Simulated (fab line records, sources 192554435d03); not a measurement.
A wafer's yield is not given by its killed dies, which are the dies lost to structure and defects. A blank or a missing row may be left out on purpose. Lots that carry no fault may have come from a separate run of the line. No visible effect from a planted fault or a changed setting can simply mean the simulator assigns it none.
Chamber matching | flow n5-finfet | 4 sister chambers for N5_MOL_CONTACT_COAG_STRIP_96 on rie-diel-02
The step strips in N2/H2. 14 wafers are shown with their chamber, then 7 later ones without.

EACH WAFER AND ITS CHAMBER
wafer  | chamber | showerhead-plenum-p-Torr (Torr) | throttle-valve-pct (%) | oes-product-au (a.u.)
L075.1 | 1       | 3.54                            | 18.65                  | 0.84
L075.4 | 2       | 3.32                            | 19.33                  | 0.68
L075.5 | 1       | 3.54                            | 18.63                  | 0.84
L079.3 | 2       | 3.32                            | 19.33                  | 0.68
L079.4 | 3       | 3.49                            | 18.99                  | 0.73
L079.6 | 2       | 3.32                            | 19.35                  | 0.67
L087.1 | 0       | 3.56                            | 18.64                  | 0.86
L087.5 | 0       | 3.56                            | 18.65                  | 0.86
L087.6 | 1       | 3.53                            | 18.67                  | 0.81
L089.1 | 0       | 3.56                            | 18.66                  | 0.86
L089.2 | 3       | 3.48                            | 19.04                  | 0.72
L089.5 | 3       | 3.48                            | 19.03                  | 0.73
L092.1 | 1       | 3.52                            | 18.69                  | 0.80
L092.3 | 0       | 3.55                            | 18.66                  | 0.85

SIGNATURES (means of the wafers above)
reading                  | chamber 0 | chamber 1 | chamber 2 | chamber 3 | scatter within a chamber
showerhead-plenum-p-Torr | 3.5575    | 3.5325    | 3.3200    | 3.4833    | 0.00645
throttle-valve-pct       | 18.6525   | 18.6600   | 19.3367   | 19.0200   | 0.0199
oes-product-au           | 0.8575    | 0.8225    | 0.6767    | 0.7267    | 0.0122
Rule: for each reading, subtract the chamber's mean from the wafer's reading, divide by that reading's scatter and square the result; add these up over the readings and take the root, which gives the wafer's distance from the chamber. If the next closest chamber is less than 2 further off than the closest, the wafer can't be placed; otherwise it belongs to the closest. The scatter: take each reading less its chamber's mean, square it, sum over the shown wafers, divide by the number of wafers less the number of chambers, and take the root.

WAFERS MISSING THEIR CHAMBER
wafer  | showerhead-plenum-p-Torr (Torr) | throttle-valve-pct (%) | oes-product-au (a.u.)
L092.5 | 3.52                            | 18.71                  | 0.79
L093.3 | 3.52                            | 18.70                  | 0.80
L093.5 | 3.55                            | 18.66                  | 0.84
L093.6 | 3.47                            | 19.04                  | 0.72
L096.1 | 3.31                            | 18.97                  | 0.98
L096.2 | 3.55                            | 18.68                  | 0.84
L096.3 | 3.47                            | 19.04                  | 0.72

WHICH CHAMBER EACH WENT THROUGH
wafer  | from the rows above     | in truth
L092.5 | 1                       | 1
L093.3 | 1                       | 1
L093.5 | can't be placed: 0 or 1 | 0
L093.6 | 3                       | 3
L096.1 | 2                       | 2
L096.2 | can't be placed: 0 or 1 | 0
L096.3 | 3                       | 3
5 of 7 placed correctly. From these rows, 2 cannot be placed; in 2 the true chamber is one of the candidates. Number placed wrongly: 0.
